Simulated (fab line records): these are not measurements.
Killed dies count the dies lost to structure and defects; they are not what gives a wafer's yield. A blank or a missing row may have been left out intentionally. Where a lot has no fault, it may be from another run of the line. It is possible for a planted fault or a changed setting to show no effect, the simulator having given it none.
Matching of chambers :: flow nand-harc :: rie-diel-09 running NHARC_THIN_TSV_ETCHBACK_48: 4 sister chambers
The step etches the open film in C4F8/Ar, target depth 1028.5 nm, time 405.17 s. 8 wafers are shown with their chamber, then 7 later ones without.

== WAFERS, EACH WITH ITS CHAMBER ==
wafer: L077.3
chamber: 3
rf-vpp-V (V): 545.4
bias-w (W): 301.1

wafer: L077.5
chamber: 1
rf-vpp-V (V): 544.2
bias-w (W): 299.9

wafer: L079.5
chamber: 0
rf-vpp-V (V): 550.8
bias-w (W): 299.0

wafer: L081.2
chamber: 2
rf-vpp-V (V): 550.5
bias-w (W): 299.2

wafer: L081.3
chamber: 1
rf-vpp-V (V): 544.4
bias-w (W): 299.2

wafer: L081.4
chamber: 2
rf-vpp-V (V): 553.4
bias-w (W): 299.1

wafer: L094.1
chamber: 0
rf-vpp-V (V): 551.5
bias-w (W): 299.7

wafer: L094.4
chamber: 3
rf-vpp-V (V): 545.4
bias-w (W): 301.1

== WAFERS WHOSE CHAMBER IS MISSING ==
wafer: L094.5
rf-vpp-V (V): 542.7
bias-w (W): 301.2

wafer: L096.1
rf-vpp-V (V): 548.1
bias-w (W): 299.4

wafer: L096.3
rf-vpp-V (V): 549.3
bias-w (W): 300.1

wafer: L096.4
rf-vpp-V (V): 542.1
bias-w (W): 299.5

wafer: L097.1
rf-vpp-V (V): 549.5
bias-w (W): 301.1

wafer: L097.2
rf-vpp-V (V): 543.4
bias-w (W): 299.3

wafer: L097.5
rf-vpp-V (V): 552.0
bias-w (W): 299.7

== CHAMBER TAKEN BY EACH ==
wafer: L094.5
from the rows above: 3
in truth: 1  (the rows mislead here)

wafer: L096.1
from the rows above: can't be placed: 0 or 1 or 2
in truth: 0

wafer: L096.3
from the rows above: can't be placed: 0 or 2 or 3
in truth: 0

wafer: L096.4
from the rows above: 1
in truth: 1

wafer: L097.1
from the rows above: can't be placed: 3 or 0
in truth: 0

wafer: L097.2
from the rows above: 1
in truth: 1

wafer: L097.5
from the rows above: can't be placed: 0 or 2
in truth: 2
Correctly placed: 2 of 7. Unplaceable from these rows: 4, with the true chamber sitting among the candidates in 4. Placed wrongly: 1.
How it was worked out, from the rows above alone: a wafer's distance from a chamber is the root of the sum, over the readings, of the square of ((its reading less the chamber's mean) divided by the reading's scatter). If the next closest chamber is less than 2 further off than the closest, the wafer can't be placed; otherwise it belongs to the closest. Each chamber's mean is taken over the wafers shown for it. The scatter: the root of (the sum of the squares of (reading less its chamber's mean) over the shown wafers, divided by (wafers less chambers)).
